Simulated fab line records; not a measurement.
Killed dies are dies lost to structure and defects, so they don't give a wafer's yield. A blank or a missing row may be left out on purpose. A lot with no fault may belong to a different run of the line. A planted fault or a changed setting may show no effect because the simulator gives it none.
Which tool is to blame? | flow nandHarc | 13 lots with 39 wafers sampled at 4 steps, on a route of 1302 steps

== WHAT THE GAUGES SHOWED, per wafer ==
NHARC_P_STI_INSPECT_25.
lot  | measured     | on               | rawDefectCount
L842 | day 3 23:07  | defectInspect-01 | 233 292 258
L843 | day 4 10:08  | defectInspect-01 | 296 246 357
L844 | day 4 20:36  | defectInspect-02 | 334 517 370
L845 | day 5 07:51  | defectInspect-02 | 316 471 305
L846 | day 5 12:43  | defectInspect-01 | 163 251 346
L847 | day 6 01:29  | defectInspect-02 | 191 283 266
L848 | day 6 13:22  | defectInspect-02 | 202 274 169
L849 | day 7 07:13  | defectInspect-01 | 173 192 160
L853 | day 8 14:06  | defectInspect-01 | 137 161 205
L855 | day 9 22:37  | defectInspect-01 | 168 105 196
L863 | day 12 22:53 | defectInspect-01 | 202 319 311
L864 | day 13 03:32 | defectInspect-02 | 255 244 357
L865 | day 13 12:53 | defectInspect-01 | 137 254 117

NHARC_P_GATE_CD_MEAS_26 targets a cd of 120 nm.
lot  | measured     | on       | cdNm (nm)
L842 | day 5 00:03  | cdSem-01 | 119.9 121.9 120.6
L843 | day 5 12:38  | cdSem-01 | 120.3 118.8 120.5
L844 | day 6 01:17  | cdSem-03 | 119.7 120.7 120.4
L845 | day 6 11:26  | cdSem-02 | 120.0 121.7 120.5
L846 | day 6 14:43  | cdSem-03 | 119.9 118.9 119.1
L847 | day 7 00:02  | cdSem-03 | 122.1 120.6 121.6
L848 | day 7 15:53  | cdSem-02 | 120.9 120.5 120.7
L849 | day 8 08:07  | cdSem-02 | 119.9 120.9 121.0
L853 | day 9 12:37  | cdSem-03 | 122.0 120.6 120.3
L855 | day 10 22:29 | cdSem-03 | 120.7 122.1 120.4
L863 | day 13 23:58 | cdSem-03 | 120.8 120.8 121.3
L864 | day 14 05:56 | cdSem-01 | 119.8 119.4 119.5
L865 | day 14 15:11 | cdSem-02 | 120.4 120.7 122.0

== WHAT TOOL EACH LOT RAN ON (gives the tool, then ch and the chambers of the sampled wafers, and finally the start) ==
lot  | NHARC_P_ZERO_WELL_EXPOSE_21      | NHARC_P_STI_CMP_21
L842 | krfScanner-02 ch 0, day 1 22:19  | cmp-02 ch 0,2,3, day 3 15:08
L843 | krfScanner-01 ch 0, day 2 08:18  | cmp-02 ch 0,1, day 4 00:38
L844 | krfScanner-02 ch 0, day 2 18:19  | cmp-02 ch 0,3, day 4 12:09
L845 | krfScanner-02 ch 0, day 3 04:11  | cmp-02 ch 2,3, day 4 22:05
L846 | krfScanner-01 ch 0, day 3 14:19  | cmp-02 ch 0,1,3, day 5 04:55
L847 | krfScanner-01 ch 0, day 4 00:25  | cmp-01 ch 1,2, day 5 16:24
L848 | krfScanner-01 ch 0, day 4 10:19  | cmp-04 ch 0,1,2, day 6 05:28
L849 | krfScanner-02 ch 0, day 4 20:31  | cmp-02 ch 0,2,3, day 6 20:52
L853 | krfScanner-03 ch 0, day 6 12:25  | cmp-01 ch 0,1,3, day 8 06:16
L855 | krfScanner-02 ch 0, day 7 08:14  | cmp-01 ch 0,2,3, day 9 14:37
L863 | krfScanner-03 ch 0, day 10 16:26 | cmp-02 ch 0,2,3, day 12 11:37
L864 | krfScanner-01 ch 0, day 11 02:29 | cmp-01 ch 0,2,3, day 12 19:11
L865 | krfScanner-01 ch 0, day 11 12:19 | cmp-02 ch 1,2, day 13 05:02
- NHARC_P_ZERO_WELL_EXPOSE_21: exposes mask P NWELL, target cd 720 nm.
- NHARC_P_STI_CMP_21: polishes, t overpolish 20 s, target thk 380.67 nm.

== AS READ BY THE TOOLS THEMSELVES (means over the sampled wafers that have a number; for cases with no such wafer, the mark the record gives instead) ==
NHARC_P_ZERO_WELL_EXPOSE_21.
lot  | tool          | exposureDoseMJCm2
L842 | krfScanner-02 | 22.311
L843 | krfScanner-01 | 22.310
L844 | krfScanner-02 | 22.315
L845 | krfScanner-02 | 22.330
L846 | krfScanner-01 | 22.297
L847 | krfScanner-01 | 22.323
L848 | krfScanner-01 | 22.311
L849 | krfScanner-02 | 22.337
L853 | krfScanner-03 | 22.332
L855 | krfScanner-02 | 22.294
L863 | krfScanner-03 | 22.305
L864 | krfScanner-01 | 22.293
L865 | krfScanner-01 | 22.290

NHARC_P_STI_CMP_21.
lot  | tool   | motorCurrentA (A) | overpolishRunS (s)
L842 | cmp-02 | 11.9              | 20.001
L843 | cmp-02 | 13.1              | 20.005
L844 | cmp-02 | 11.7              | 19.994
L845 | cmp-02 | 12.6              | 19.991
L846 | cmp-02 | 12.7              | 19.997
L847 | cmp-01 | 13.2              | 20.002
L848 | cmp-04 | 11.8              | 20.002
L849 | cmp-02 | 12.1              | 20.006
L853 | cmp-01 | 12.1              | 19.997
L855 | cmp-01 | 13.2              | 20.005
L863 | cmp-02 | 11.6              | 20.008
L864 | cmp-01 | 12.9              | 20.000
L865 | cmp-02 | 13.0              | 19.997

== THE ANSWER, worked out from the rows above alone ==
Rule: the usual values come from the lots themselves. Put in order of their means at a reading, lots are off if they are a third of the lots or fewer, leave a main group of 4 or more, and stand apart from it by a gap of 3 or more times the standard deviation of the main group's means; of several such gaps the widest counts. A main group is skipped when, at the precision printed for the reading in the tables above, its means are all equal. Also off: a lot with no number at a reading for which 4 or more lots have one. Where the step has rows for the other lots, those lots are counted as sound. After the gauges, taken in route order, come the tools' own readings; for these a lot's mean is taken, as printed above. The first step at which some lot is off is used, and at that step the reading that is off furthest; a lot without a number counts as furthest.
Nothing can be told from this: no lot is off at any reading shown.

== WHAT THE SIMULATOR HAD PUT IN ==
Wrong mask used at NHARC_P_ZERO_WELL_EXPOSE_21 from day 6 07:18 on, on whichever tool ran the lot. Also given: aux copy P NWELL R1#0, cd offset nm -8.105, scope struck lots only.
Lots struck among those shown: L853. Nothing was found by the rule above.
